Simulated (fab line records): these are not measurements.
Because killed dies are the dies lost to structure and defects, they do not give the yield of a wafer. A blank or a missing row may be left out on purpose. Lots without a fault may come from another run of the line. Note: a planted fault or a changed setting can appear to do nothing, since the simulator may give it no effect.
The tool behind it: which one? :: flow n5Finfet :: Sampling: 11 lots, 33 wafers, 4 of 1938 route steps

== WHAT EACH GAUGE READ, for each wafer ==
The record lacks any reading of a measuring or inspecting step that a usual standard deviation could be used to judge.

== WHICH TOOL RAN EACH LOT (tool, then ch and the chambers of the sampled wafers, then the start) ==
lot: L335
N5_BEOL_M15_ETCH_38: rieDiel-06 ch 0,1,2, day 11 07:40 or earlier
N5_BEOL_M15_ANNEAL_48: rtpAnneal-02 ch 0, day 11 07:40
N5_BEOL_M15_CMP_49: cmp-02 ch 1,3, day 11 08:15
N5_PASSIVATION_PECVD_00: pecvd-01 ch 0,1,2, day 11 09:41

lot: L336
N5_BEOL_M15_ETCH_38: rieDiel-01 ch 0,1,2, day 11 21:55 or earlier
N5_BEOL_M15_ANNEAL_48: rtpAnneal-02 ch 0, day 11 21:55
N5_BEOL_M15_CMP_49: cmp-02 ch 1,2,3, day 11 22:13
N5_PASSIVATION_PECVD_00: pecvd-04 ch 0,1,2, day 11 23:40

lot: L338
N5_BEOL_M15_ETCH_38: rieDiel-02 ch 0,1,2, day 12 04:36 or earlier
N5_BEOL_M15_ANNEAL_48: rtpAnneal-02 ch 0, day 12 04:36
N5_BEOL_M15_CMP_49: cmp-02 ch 2,3, day 12 04:55
N5_PASSIVATION_PECVD_00: pecvd-03 ch 0,1,2, day 12 06:19

lot: L339
N5_BEOL_M15_ETCH_38: rieDiel-02 ch 1,2,3, day 12 14:49 or earlier
N5_BEOL_M15_ANNEAL_48: rtpAnneal-02 ch 0, day 12 14:49
N5_BEOL_M15_CMP_49: cmp-01 ch 0,1, day 12 15:10
N5_PASSIVATION_PECVD_00: pecvd-04 ch 0,1,2, day 12 16:38

lot: L345
N5_BEOL_M15_ETCH_38: rieDiel-02 ch 2,3, day 13 19:18 or earlier
N5_BEOL_M15_ANNEAL_48: rtpAnneal-01 ch 0, day 13 19:18
N5_BEOL_M15_CMP_49: cmp-01 ch 0,2,3, day 13 19:46
N5_PASSIVATION_PECVD_00: pecvd-04 ch 0,1, day 13 21:10

lot: L348
N5_BEOL_M15_ETCH_38: rieDiel-02 ch 2,3, day 14 22:38 or earlier
N5_BEOL_M15_ANNEAL_48: rtpAnneal-02 ch 0, day 14 22:38
N5_BEOL_M15_CMP_49: cmp-01 ch 2,3, day 14 22:59
N5_PASSIVATION_PECVD_00: pecvd-04 ch 0,1,2, day 15 00:25

lot: L349
N5_BEOL_M15_ETCH_38: rieDiel-06 ch 2,3, day 15 17:41 or earlier
N5_BEOL_M15_ANNEAL_48: rtpAnneal-02 ch 0, day 15 17:41
N5_BEOL_M15_CMP_49: cmp-01 ch 1,2,3, day 15 18:03
N5_PASSIVATION_PECVD_00: pecvd-04 ch 1,2, day 15 19:25

lot: L352
N5_BEOL_M15_ETCH_38: rieDiel-01 ch 0,1,2, day 16 05:05 or earlier
N5_BEOL_M15_ANNEAL_48: rtpAnneal-01 ch 0, day 16 05:05
N5_BEOL_M15_CMP_49: cmp-03 ch 1,3, day 16 05:45
N5_PASSIVATION_PECVD_00: pecvd-03 ch 0,2, day 16 07:10

lot: L354
N5_BEOL_M15_ETCH_38: rieDiel-01 ch 0,1, day 16 23:41 or earlier
N5_BEOL_M15_ANNEAL_48: rtpAnneal-02 ch 0, day 16 23:41
N5_BEOL_M15_CMP_49: cmp-02 ch 1,3, day 17 00:01
N5_PASSIVATION_PECVD_00: pecvd-03 ch 1,2, day 17 01:26

lot: L358
N5_BEOL_M15_ETCH_38: rieDiel-06 ch 0,2,3, day 17 06:27 or earlier
N5_BEOL_M15_ANNEAL_48: rtpAnneal-02 ch 0, day 17 06:27
N5_BEOL_M15_CMP_49: cmp-01 ch 0,1,3, day 17 06:45
N5_PASSIVATION_PECVD_00: pecvd-01 ch 0,2, day 17 08:34

lot: L356
N5_BEOL_M15_ETCH_38: rieDiel-02 ch 1,2, day 17 08:38 or earlier
N5_BEOL_M15_ANNEAL_48: rtpAnneal-01 ch 0, day 17 08:38
N5_BEOL_M15_CMP_49: cmp-03 ch 2,3, day 17 08:53
N5_PASSIVATION_PECVD_00: pecvd-03 ch 0,1,2, day 17 10:17
- N5_BEOL_M15_ETCH_38: etches SiCN in CF4/N2, target depth 106.4 nm, time 120.5 s.
- N5_BEOL_M15_ANNEAL_48: time 90 s.
- N5_BEOL_M15_CMP_49: polishes, stops on SiO2, t overpolish 4.9 s, target thk 850 nm.
- N5_PASSIVATION_PECVD_00: deposits SiO2 from SiH4/N2O, target thk 200 nm, time 11.2 s.

== AS READ BY THE TOOLS THEMSELVES (means over the sampled wafers that have a number; for cases with no such wafer, the mark the record gives instead) ==
N5_BEOL_M15_ETCH_38. Usual: biasW 70.05 W (standard deviation 0.22); chamberPressureMTorr 40.00 mTorr (standard deviation 0.038); drypumpMotorCurrentA 5.49 A (standard deviation 0.26); oesProductAu 0.81 a.u. (standard deviation 0.083); rfVppV 381.9 V (standard deviation 1.6); showerheadPlenumPTorr 2.19 Torr (standard deviation 0.065); throttleValvePct 15.35 % (standard deviation 0.23).
lot: L335
tool: rieDiel-06
biasW (W): 69.96
chamberPressureMTorr (mTorr): 40.00
drypumpMotorCurrentA (A): 5.49
oesProductAu (a.u.): 0.70
rfVppV (V): 382.2
showerheadPlenumPTorr (Torr): 2.21
throttleValvePct (%): 15.58
flag: 

lot: L336
tool: rieDiel-01
biasW (W): 70.05
chamberPressureMTorr (mTorr): 39.97
drypumpMotorCurrentA (A): 5.56
oesProductAu (a.u.): 0.90
rfVppV (V): 382.8
showerheadPlenumPTorr (Torr): 2.21
throttleValvePct (%): 15.33
flag: 

lot: L338
tool: rieDiel-02
biasW (W): 69.93
chamberPressureMTorr (mTorr): 39.99
drypumpMotorCurrentA (A): 5.54
oesProductAu (a.u.): 0.86
rfVppV (V): 382.4
showerheadPlenumPTorr (Torr): 2.20
throttleValvePct (%): 15.18
flag: 

lot: L339
tool: rieDiel-02
biasW (W): 69.75
chamberPressureMTorr (mTorr): 40.02
drypumpMotorCurrentA (A): 5.63
oesProductAu (a.u.): 0.78
rfVppV (V): 381.0
showerheadPlenumPTorr (Torr): 2.15
throttleValvePct (%): 15.32
flag: 

lot: L345
tool: rieDiel-02
biasW (W): 69.93
chamberPressureMTorr (mTorr): 39.97
drypumpMotorCurrentA (A): 5.50
oesProductAu (a.u.): 0.76
rfVppV (V): 380.4
showerheadPlenumPTorr (Torr): 2.14
throttleValvePct (%): 15.38
flag: 

lot: L348
tool: rieDiel-02
biasW (W): 70.22
chamberPressureMTorr (mTorr): 40.00
drypumpMotorCurrentA (A): 5.67
oesProductAu (a.u.): 0.77
rfVppV (V): 380.7
showerheadPlenumPTorr (Torr): 2.17
throttleValvePct (%): 15.24
flag: 

lot: L349
tool: rieDiel-06
biasW (W): 70.08
chamberPressureMTorr (mTorr): 40.03
drypumpMotorCurrentA (A): 5.56
oesProductAu (a.u.): 0.73
rfVppV (V): 385.3
showerheadPlenumPTorr (Torr): 2.28
throttleValvePct (%): 15.33
flag: 

lot: L352
tool: rieDiel-01
biasW (W): 69.93
chamberPressureMTorr (mTorr): 39.99
drypumpMotorCurrentA (A): 5.53
oesProductAu (a.u.): 0.83
rfVppV (V): 382.2
showerheadPlenumPTorr (Torr): 2.20
throttleValvePct (%): 15.39
flag: 

lot: L354
tool: rieDiel-01
biasW (W): 70.22
chamberPressureMTorr (mTorr): 40.05
drypumpMotorCurrentA (A): 5.44
oesProductAu (a.u.): 0.77
rfVppV (V): 380.9
showerheadPlenumPTorr (Torr): 2.14
throttleValvePct (%): 15.40
flag: 

lot: L358
tool: rieDiel-06
biasW (W): 70.20
chamberPressureMTorr (mTorr): 39.99
drypumpMotorCurrentA (A): 5.70
oesProductAu (a.u.): 0.78
rfVppV (V): 383.0
showerheadPlenumPTorr (Torr): 2.25
throttleValvePct (%): 15.33
flag: 

lot: L356
tool: rieDiel-02
biasW (W): 70.11
chamberPressureMTorr (mTorr): 40.03
drypumpMotorCurrentA (A): 5.78
oesProductAu (a.u.): 0.77
rfVppV (V): 381.1
showerheadPlenumPTorr (Torr): 2.17
throttleValvePct (%): 15.24
flag: 

N5_BEOL_M15_ANNEAL_48. Usual: wafer_temp_C_max 225.93, standard deviation 0.26.
lot: L335
tool: rtpAnneal-02
wafer_temp_C_max: 225.77
flag: 

lot: L336
tool: rtpAnneal-02
wafer_temp_C_max: 226.15
flag: 

lot: L338
tool: rtpAnneal-02
wafer_temp_C_max: 221.45
flag: OFF

lot: L339
tool: rtpAnneal-02
wafer_temp_C_max: 221.24
flag: OFF

lot: L345
tool: rtpAnneal-01
wafer_temp_C_max: 225.58
flag: 

lot: L348
tool: rtpAnneal-02
wafer_temp_C_max: 225.79
flag: 

lot: L349
tool: rtpAnneal-02
wafer_temp_C_max: 225.84
flag: 

lot: L352
tool: rtpAnneal-01
wafer_temp_C_max: 225.76
flag: 

lot: L354
tool: rtpAnneal-02
wafer_temp_C_max: 225.87
flag: 

lot: L358
tool: rtpAnneal-02
wafer_temp_C_max: 226.17
flag: 

lot: L356
tool: rtpAnneal-01
wafer_temp_C_max: 225.69
flag: 

N5_BEOL_M15_CMP_49. Usual: barrierFieldEndpointS 11.46 s, standard deviation 0.25; motorCurrentA 8.2 A, standard deviation 0.75; overpolishRunS 4.900 s, standard deviation 0.0093.
lot: L335
tool: cmp-02
barrierFieldEndpointS (s): 11.44
motorCurrentA (A): 8.1
overpolishRunS (s): 4.903
flag: 

lot: L336
tool: cmp-02
barrierFieldEndpointS (s): 11.23
motorCurrentA (A): 8.4
overpolishRunS (s): 4.903
flag: 

lot: L338
tool: cmp-02
barrierFieldEndpointS (s): 11.36
motorCurrentA (A): 8.8
overpolishRunS (s): 4.905
flag: 

lot: L339
tool: cmp-01
barrierFieldEndpointS (s): 11.75
motorCurrentA (A): 7.2
overpolishRunS (s): 4.895
flag: 

lot: L345
tool: cmp-01
barrierFieldEndpointS (s): 11.22
motorCurrentA (A): 7.6
overpolishRunS (s): 4.902
flag: 

lot: L348
tool: cmp-01
barrierFieldEndpointS (s): 11.71
motorCurrentA (A): 7.8
overpolishRunS (s): 4.901
flag: 

lot: L349
tool: cmp-01
barrierFieldEndpointS (s): 11.86
motorCurrentA (A): 7.7
overpolishRunS (s): 4.900
flag: 

lot: L352
tool: cmp-03
barrierFieldEndpointS (s): 11.20
motorCurrentA (A): 7.8
overpolishRunS (s): 4.898
flag: 

lot: L354
tool: cmp-02
barrierFieldEndpointS (s): 11.52
motorCurrentA (A): 7.8
overpolishRunS (s): 4.899
flag: 

lot: L358
tool: cmp-01
barrierFieldEndpointS (s): 11.44
motorCurrentA (A): 7.4
overpolishRunS (s): 4.903
flag: 

lot: L356
tool: cmp-03
barrierFieldEndpointS (s): 11.42
motorCurrentA (A): 7.8
overpolishRunS (s): 4.902
flag: 

N5_PASSIVATION_PECVD_00. Usual: heaterPowerOuterW 358 W, standard deviation 92; heaterPowerW 612 W, standard deviation 160; showerheadPlenumPTorr 8.13 Torr, standard deviation 0.16; throttleValvePct 50.2 %, standard deviation 1.9.
lot: L335
tool: pecvd-01
heaterPowerOuterW (W): 380
heaterPowerW (W): 666
showerheadPlenumPTorr (Torr): 8.17
throttleValvePct (%): 52.0
flag: 

lot: L336
tool: pecvd-04
heaterPowerOuterW (W): 315
heaterPowerW (W): 544
showerheadPlenumPTorr (Torr): 8.09
throttleValvePct (%): 49.7
flag: 

lot: L338
tool: pecvd-03
heaterPowerOuterW (W): 463
heaterPowerW (W): 761
showerheadPlenumPTorr (Torr): 8.18
throttleValvePct (%): 49.9
flag: 

lot: L339
tool: pecvd-04
heaterPowerOuterW (W): 340
heaterPowerW (W): 574
showerheadPlenumPTorr (Torr): 8.08
throttleValvePct (%): 49.8
flag: 

lot: L345
tool: pecvd-04
heaterPowerOuterW (W): 316
heaterPowerW (W): 539
showerheadPlenumPTorr (Torr): 8.23
throttleValvePct (%): 49.7
flag: 

lot: L348
tool: pecvd-04
heaterPowerOuterW (W): 328
heaterPowerW (W): 559
showerheadPlenumPTorr (Torr): 8.09
throttleValvePct (%): 49.9
flag: 

lot: L349
tool: pecvd-04
heaterPowerOuterW (W): 408
heaterPowerW (W): 699
showerheadPlenumPTorr (Torr): 8.07
throttleValvePct (%): 50.2
flag: 

lot: L352
tool: pecvd-03
heaterPowerOuterW (W): 346
heaterPowerW (W): 607
showerheadPlenumPTorr (Torr): 8.26
throttleValvePct (%): 49.2
flag: 

lot: L354
tool: pecvd-03
heaterPowerOuterW (W): 464
heaterPowerW (W): 775
showerheadPlenumPTorr (Torr): 8.11
throttleValvePct (%): 48.4
flag: 

lot: L358
tool: pecvd-01
heaterPowerOuterW (W): 319
heaterPowerW (W): 600
showerheadPlenumPTorr (Torr): 8.16
throttleValvePct (%): 51.7
flag: 

lot: L356
tool: pecvd-03
heaterPowerOuterW (W): 449
heaterPowerW (W): 751
showerheadPlenumPTorr (Torr): 8.18
throttleValvePct (%): 50.1
flag: 

== THE ANSWER, worked out from the rows above alone ==
Rule: lot off if the mean of its wafers having a number is beyond 3 standard deviations from the usual mean. Also off: a lot with no number at a reading for which 4 or more lots have one. Where the step has rows for the other lots, those lots are counted as sound. The gauges are gone through in route order, then the tools' own readings, and for those a lot's mean is taken as printed above. The first step at which some lot is off is used, and at that step the reading that is off furthest; a lot without a number counts as furthest.
Off: L338, L339, at N5_BEOL_M15_ANNEAL_48 (wafer_temp_C_max).
A tool fits if, at that step or a process step before it, it ran every lot that is off, and no sound lot after the first of them. N5_BEOL_M15_ETCH_38: start missing for some lots; hours and lot order therefore follow N5_BEOL_M15_ANNEAL_48. None of those tried fits.

== WHAT THE SIMULATOR HAD PUT IN ==
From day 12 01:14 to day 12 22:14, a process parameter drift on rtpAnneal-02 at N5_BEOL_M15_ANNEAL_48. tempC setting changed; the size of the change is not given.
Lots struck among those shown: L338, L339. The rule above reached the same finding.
